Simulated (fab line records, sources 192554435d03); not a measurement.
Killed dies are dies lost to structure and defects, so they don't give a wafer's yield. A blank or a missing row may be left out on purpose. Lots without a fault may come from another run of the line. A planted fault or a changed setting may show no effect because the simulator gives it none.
A struck lot beside a sound one | flow n5_finfet | 40 steps out of a route of 1938
Sound: wafers L347.1, L347.5, L347.6. Struck: wafers L337.3, L337.4, L337.6. The cause comes at the end.
At each step with rows: each side's tool, then ch and its chambers, then its first start. Under that, the readings that differ: sound wafers | struck wafers | difference of the means | sigmas: that difference in standard deviations of wafers without a fault.
alike: readings whose means differ by less than 2 such deviations, and words and numbers that are the same on both sides. not compared: withheld readings, readings that some wafer has no value for, bounds like >300 that may hide the same value, and numbers for which the record gives no deviation and whose values overlap.
The two part at a step that has a row with sigmas, a row that says differs or no value, or rows on one side only. Numbers that don't overlap but have no deviation are shown without sigmas and don't part them. A reading that every wafer of one side lacks parts them only if that side has two wafers or more.

first, 12 steps without rows for these wafers: N5_SD_EPI_N_STRIP_36 (strips in N2/H2); N5_SD_EPI_N_ETCHBACK_44 (etches SiNx in CH3F/O2, stops on SiO2, target depth 14.5 nm); N5_SD_EPI_N_ETCH_45 (etches SiOCN in CH3F/O2, target depth 6 nm); N5_SD_EPI_N_ETCH_16 (etches SiO2 in CHF3/O2, target depth 5 nm); N5_SD_EPI_N_STRIP_47 (strips in CHF3/O2); N5_SD_EPI_N_SD_RECESS_17 (chemistry HBr/Cl2/O2, target depth 41 nm, time 23.7 s, bt time 3 s); N5_SD_EPI_N_STRIP_38 (strips in N2/H2); N5_SD_EPI_N_WET_ETCH_43 (etches SiO2 in dHF, time 14 s, target depth 1.5 nm); N5_SD_EPI_N_STRIP_18 (strips in SPM, time 750 s); N5_SD_EPI_N_SRD_20 (time 30 s); N5_SD_EPI_N_PRECLEAN_48 (cleans in NF3:NH3, afs cycles 2, time 20 s, sublimation time 60 s); N5_SD_EPI_N_VAPOR_ETCH_50 (etches Si in HCl, time 54 s).
N5_SD_EPI_N_EPI_21: deposits Si:P, time 690 s.
  sound on epi_rpcvd-02 ch 0, day 8 15:08; struck on epi_rpcvd-03 ch 0, day 6 09:16
  alike: susceptor_temp_C_max
then, 24 steps without rows for these wafers: N5_SD_EPI_N_PRECLEAN_24 (cleans in O3/DIW, time 60 s); N5_SD_EPI_N_SRD_25 (time 30 s); N5_SD_EPI_N_PRECLEAN_49 (cleans in NF3:NH3, afs cycles 1, time 20 s, sublimation time 60 s); N5_SD_EPI_N_LINER_46 (material SiNx, target thk 3 nm); N5_SD_EPI_P_COAT_34 (time 60 s, resist thk 350 nm); N5_SD_EPI_P_COAT_35 (time 60 s, resist thk 35 nm); N5_SD_EPI_P_COAT_03 (resist thk 150 nm); N5_SD_EPI_P_EBR_05; N5_SD_EPI_P_SOFTBAKE_04 (time 60 s); N5_SD_EPI_P_EXPOSE_06 (exposes mask SD P BLK, target cd 240 nm); N5_SD_EPI_P_PEB_07 (peb time 60 s); N5_SD_EPI_P_DEVELOP_08 (develop time 30 s); N5_SD_EPI_P_DESCUM_14 (chemistry O2, time 7.9 s); N5_SD_EPI_P_ETCH_36 (etches SiARC in CF4, target depth 45.5 nm, time 75.8 s); N5_SD_EPI_P_ETCH_37 (etches SOC in N2/H2, overetch 108 nm, time 486 s); N5_SD_EPI_P_STRIP_38 (strips in N2/H2); N5_SD_EPI_P_ETCHBACK_46 (etches SiNx in CH3F/O2, stops on SiO2, target depth 17.5 nm); N5_SD_EPI_P_ETCH_47 (etches SiOCN in CH3F/O2, target depth 25 nm); N5_SD_EPI_P_ETCH_16 (etches SiO2 in CHF3/O2, target depth 5 nm); N5_SD_EPI_P_STRIP_50 (strips in CHF3/O2); N5_SD_EPI_P_SD_RECESS_17 (chemistry HBr/Cl2/O2, target depth 39.1 nm, bt time 3 s); N5_SD_EPI_P_WET_ETCH_45 (etches SiO2 in dHF, time 10.7 s, target depth 2 nm, rinse time 30 s); N5_SD_EPI_P_STRIP_40 (strips in N2/H2); N5_SD_EPI_P_PRECLEAN_52 (cleans in O3/DIW, time 60 s).
N5_SD_ACTIVATION_RS_MEAS_03: measures by four-point-probe.
  sound on film_metro-01, day 9 00:38; struck on film_metro-02, day 6 17:00
  reading          | sound             | struck            | difference | sigmas
  RS_SD_N (ohm/sq) | 22.07 22.28 22.20 | 41.09 40.63 40.69 | +18.62     | +72
  RS_SD_P (ohm/sq) | 53.7 54.2 53.2    | 56.0 55.0 55.2    | +1.7       | +2
-- the record jumps here: 4 days lie between the struck wafers' starts before and after (it left off in module SD_ACTIVATION and takes up again in module BEOL_M4, whose first step shown is number 1111 of the route) --
N5_BEOL_M4_RC_MEAS_101:
  sound on prober-01 ch 0, day 13 10:31; struck on prober-02 ch 0, day 10 23:05
  reading             | sound             | struck            | difference | sigmas
  DIBL_N (mV/V)       | 33.8 33.1 36.6    | 27.3 27.9 29.1    | -6.4       | -4
  IOFF_P (nA/um)      | 0.14 0.13 0.18    | 0.23 0.25 0.29    | +0.11      | +3
  ION_N (uA/um)       | 638 661 663       | 577 582 566       | -79        | -7
  ION_P (uA/um)       | 443 452 455       | 474 480 469       | +24        | +3
  RC_DENSE_N (ohm.um) | 18.7 19.0 18.8    | 36.4 36.3 36.9    | +17.7      | +38
  RC_N (ohm.um)       | 15.1 15.4 15.5    | 29.6 30.0 30.5    | +14.7      | +40
  REXT_N (ohm.um)     | 77.7 77.7 76.6    | 131.7 130.3 131.5 | +53.8      | +32
  RS_SD_N (ohm/sq)    | 28.6 28.6 28.6    | 52.3 51.2 51.9    | +23.2      | +66
  SS_N (mV/dec)       | 71.5 71.0 71.3    | 69.5 70.3 70.1    | -1.3       | -2
  VT_N (mV)           | 257 255 253       | 265 261 262       | +8         | +3
  VT_N_LVT (mV)       | 104.8 101.8 100.1 | 115.8 110.8 113.3 | +11.1      | +4
  VT_P (mV)           | -259 -258 -255    | -246 -245 -244    | +12        | +3
  alike: DIBL_P, IOFF_N, IOFF_N_85C, IOFF_N_LIN, SS_P
-- the record jumps here: 4 days lie between the struck wafers' starts before and after (it left off in module BEOL_M4 and takes up again in module PASSIVATION, whose first step shown is number 1936 of the route) --
N5_PASSIVATION_PROBE_49:
  the record has rows for the struck wafers here (prober-02, day 15 03:07) and none for the sound ones

WHERE THEY PART
First at N5_SD_ACTIVATION_RS_MEAS_03; last, within this record, at N5_PASSIVATION_PROBE_49.

WHY: what the simulator had put in
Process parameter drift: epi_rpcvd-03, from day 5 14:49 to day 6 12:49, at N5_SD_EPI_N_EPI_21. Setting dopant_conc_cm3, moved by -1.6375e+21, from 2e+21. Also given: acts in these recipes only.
